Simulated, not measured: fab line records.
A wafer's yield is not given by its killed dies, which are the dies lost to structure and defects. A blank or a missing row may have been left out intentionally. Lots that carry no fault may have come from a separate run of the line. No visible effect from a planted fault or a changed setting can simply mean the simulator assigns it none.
Comparing a struck lot with a sound one ; flow n5 finfet ; 15 steps out of a route of 1938
Sound: wafers L414.4, L414.5, L414.6. Struck: wafer L429.6. (L429.4, L429.5 of the same lot were not struck and are left out.) The cause comes at the end.
For every step that has rows: the tool of each side, followed by ch and its chambers, followed by its first start. Under that, the readings that differ: sound wafers ; struck wafers ; difference of the means ; sigmas: that difference in standard deviations of wafers without a fault.
alike: words and numbers the same on both sides, and readings whose means are apart by under 2 such deviations; not compared: readings that were withheld, readings missing a value for some wafer, numbers with overlapping values and no deviation given by the record, and bounds like >300 which may hide the same value.
Wherever a step has rows on one side only, a row that says differs or no value, or a row with sigmas, the two part there. When numbers do not overlap yet have no deviation, they are printed without sigmas and do not part them. A reading that every wafer of one side lacks parts them only if that side has two wafers or more.

first, 3 steps without rows for these wafers: N5_BEOL_M14_PRECLEAN_39 (cleans in residue remover, time 60 s); N5_BEOL_M14_SRD_40 (time 30 s, dry time 30 s); N5_BEOL_M14_DEGAS_41 (time 60 s).
N5_BEOL_M14_PRE_CLEAN_42: time 30 s.
  sound: pvd sputter-03 at day 11 04:29; struck: pvd sputter-03 at day 16 02:08
  alike: heater power w
N5_BEOL_M14_SPUTTER_43: material TaN, target thk 15 nm, time 24.19 s.
  sound: pvd sputter-03 at day 11 04:31; struck: pvd sputter-03 at day 16 02:10
  alike: throttle valve pct
N5_BEOL_M14_SPUTTER_44: material Ta, target thk 15 nm, time 24.19 s.
  sound: pvd sputter-03 at day 11 04:36; struck: pvd sputter-03 at day 16 02:15
  alike: throttle valve pct
N5_BEOL_M14_SPUTTER_45: material Cu, target thk 100 nm, time 16.67 s.
  sound: pvd sputter-03 at day 11 04:41; struck: pvd sputter-03 at day 16 02:20
  alike: chuck gas flow sccm, throttle valve pct
then, 2 steps without rows for these wafers: N5_BEOL_M14_ECD_47 (material Cu, target thk 1248 nm); N5_BEOL_M14_ANNEAL_48 (time 90 s).
N5_BEOL_M14_CMP_49: polishes, stops on SiO2, t overpolish 5.2 s, target thk 560 nm.
  sound on cmp-04 ch 0,1,2, day 11 05:24; struck on cmp-03 ch 2, day 16 03:20
  alike: barrier field endpoint s, motor current A, overpolish run s, platen rpm, time to endpoint s
N5_BEOL_M14_THK_MEAS_50: measures by xrf.
  sound: film metro-01 at day 11 05:35; struck: film metro-02 at day 16 03:34
  alike: M14_THK
then, 1 step without rows for these wafers: N5_BEOL_M14_PRE_CLEAN_52 (time 15 s).
N5_BEOL_M14_DEP_53: deposits SiCN from 3MS/NH3, target thk 50 nm, time 17.8 s.
  sound on pecvd-04 ch 0,1,2, day 11 05:40; struck on pecvd-04 ch 2, day 16 03:39
reading;sound;struck;difference;sigmas
model.SiCN_of_BEOL_M14_DEP_53.thk nm (nm);50.6 50.8 50.6;47;-4;
  alike: showerhead plenum p Torr, throttle valve pct
N5_BEOL_M14_RS_MEAS_54: uses a four-point probe to measure.
  sound: film metro-02 at day 11 05:43; struck: film metro-02 at day 16 03:42
  alike: M14_RS
N5_PASSIVATION_PROBE_49:
  sound wafers here have rows in the record (prober-01, day 12 06:43); struck ones have none

## WHERE THEY PART
Only at N5_PASSIVATION_PROBE_49, within this record.

WHY: whatever the simulator had introduced
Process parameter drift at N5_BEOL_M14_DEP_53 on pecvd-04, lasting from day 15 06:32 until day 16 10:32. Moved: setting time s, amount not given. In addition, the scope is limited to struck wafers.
